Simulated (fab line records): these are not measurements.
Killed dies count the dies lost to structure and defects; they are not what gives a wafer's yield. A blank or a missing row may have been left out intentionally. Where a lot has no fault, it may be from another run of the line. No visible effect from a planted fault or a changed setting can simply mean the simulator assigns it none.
The tool behind it: which one? -- flow nand harc -- Sampling: 24 lots, 72 wafers, 3 of 1159 route steps

WHAT EACH GAUGE READ, for each wafer
NHARC_A_CONTACT_INSPECT_44.
lot,measured,on,raw defect count
L074,day 16 05:11,defect inspect-01,17 13 12
L075,day 16 13:27,defect inspect-02,27 32 32
L077,day 16 13:36,defect inspect-02,9 11 10
L076,day 16 17:55,defect inspect-02,20 15 20
L079,day 17 02:37,defect inspect-01,23 34 18
L081,day 17 15:09,defect inspect-02,9 17 11
L080,day 17 17:24,defect inspect-01,36 36 39
L078,day 17 19:35,defect inspect-02,17 20 30
L083,day 18 07:58,defect inspect-01,23 30 34
L082,day 18 08:49,defect inspect-01,19 27 23
L085,day 18 22:08,defect inspect-02,40 34 39
L084,day 18 22:29,defect inspect-01,11 10 9
L087,day 19 07:35,defect inspect-02,29 36 37
L088,day 19 07:44,defect inspect-01,16 27 26
L086,day 19 11:55,defect inspect-02,55 63 58
L089,day 20 01:25,defect inspect-01,20 26 30
L090,day 20 02:44,defect inspect-02,29 45 27
L092,day 20 13:23,defect inspect-02,19 24 32
L091,day 20 16:11,defect inspect-02,59 47 55
L094,day 20 18:11,defect inspect-02,16 27 22
L093,day 20 18:25,defect inspect-02,33 32 30
L095,day 21 13:34,defect inspect-02,41 54 52
L097,day 21 18:52,defect inspect-02,8 12 15
L096,day 21 23:56,defect inspect-02,56 39 35

NHARC_A_CONTACT_INSPECT_71.
lot,measured,on,raw defect count
L074,day 16 12:00,defect inspect-01,15 16 12
L075,day 16 20:45,defect inspect-01,24 33 37
L077,day 16 21:46,defect inspect-02,9 16 12
L076,day 17 03:02,defect inspect-01,23 18 22
L079,day 17 09:49,defect inspect-01,22 37 24
L081,day 17 22:02,defect inspect-02,9 14 9
L080,day 18 00:20,defect inspect-02,40 38 43
L078,day 18 06:38,defect inspect-02,13 21 28
L083,day 18 16:03,defect inspect-01,23 31 31
L082,day 18 16:20,defect inspect-01,21 30 22
L085,day 19 05:32,defect inspect-01,43 28 36
L084,day 19 06:11,defect inspect-02,15 15 10
L087,day 19 15:35,defect inspect-01,30 39 37
L088,day 19 15:44,defect inspect-02,19 28 24
L086,day 19 19:04,defect inspect-01,53 60 62
L089,day 20 08:19,defect inspect-02,24 27 31
L090,day 20 11:24,defect inspect-02,31 55 30
L092,day 20 21:00,defect inspect-02,19 24 32
L091,day 21 00:13,defect inspect-02,58 50 59
L094,day 21 01:32,defect inspect-02,19 28 22
L093,day 21 02:21,defect inspect-02,34 37 28
L095,day 21 20:43,defect inspect-02,43 53 51
L097,day 22 02:12,defect inspect-02,8 15 15
L096,day 22 08:56,defect inspect-02,49 42 37

EACH LOT AND THE TOOL THAT RAN IT (in order: tool; ch and the chambers of the sampled wafers; start)
lot,NHARC_A_CONTACT_ETCH_122
L074,"har cap etch-03 ch 0,1, day 16 07:39"
L075,"har cap etch-01 ch 0,1, day 16 16:23"
L077,"har cap etch-03 ch 0,1, day 16 16:52"
L076,"har cap etch-01 ch 0,1, day 16 20:35"
L079,"har cap etch-02 ch 0,1, day 17 05:22"
L081,"har cap etch-02 ch 0,1, day 17 17:37"
L080,"har cap etch-01 ch 0,1, day 17 19:52"
L078,"har cap etch-02 ch 0,1, day 17 22:37"
L083,"har cap etch-03 ch 0,1, day 18 11:16"
L082,"har cap etch-01 ch 0,1, day 18 11:20"
L085,"har cap etch-01 ch 0,1, day 19 00:37"
L084,"har cap etch-03 ch 0,1, day 19 00:55"
L087,"har cap etch-01 ch 0, day 19 10:19"
L088,"har cap etch-02 ch 1, day 19 10:47"
L086,"har cap etch-01 ch 0,1, day 19 14:23"
L089,"har cap etch-02 ch 0,1, day 20 03:50"
L090,"har cap etch-03 ch 0, day 20 05:11"
L092,"har cap etch-01 ch 0,1, day 20 15:51"
L091,"har cap etch-03 ch 0,1, day 20 19:06"
L094,"har cap etch-01 ch 0,1, day 20 21:07"
L093,"har cap etch-03 ch 0,1, day 20 21:55"
L095,"har cap etch-03 ch 0,1, day 21 16:00"
L097,"har cap etch-02 ch 0,1, day 21 21:47"
L096,"har cap etch-03 ch 1, day 22 02:31"
- NHARC_A_CONTACT_ETCH_122: etches the open film in C4F8/O2/Ar, time 95 s, target depth 930 nm.

WHAT THE TOOLS THEMSELVES READ (means of the sampled wafers that have a number; where no wafer has one, the mark that the record gives instead)
The record holds no such reading with a usual standard deviation.

THE ANSWER, worked out from the rows above alone
Rule: usual is defined by the lots themselves. Put in order of their means at a reading, lots are off if they are a third of the lots or fewer, leave a main group of 4 or more, and stand apart from it by a gap of 3 or more times the standard deviation of the main group's means; of several such gaps the widest counts. If all means in a main group match to the digits the tables above print for the reading, that group is not used. Also off: a lot with no number at a reading for which 4 or more lots have one. Any other lot the step has rows for is counted as sound. The gauges are gone through in route order, then the tools' own readings, and for those a lot's mean is taken as printed above. At the first step where some lot is off, the reading lying furthest off is the one used; lots without a number count as furthest.
No lot is off at any reading shown: from this, nothing can be told.

WHAT THE SIMULATOR HAD PUT IN
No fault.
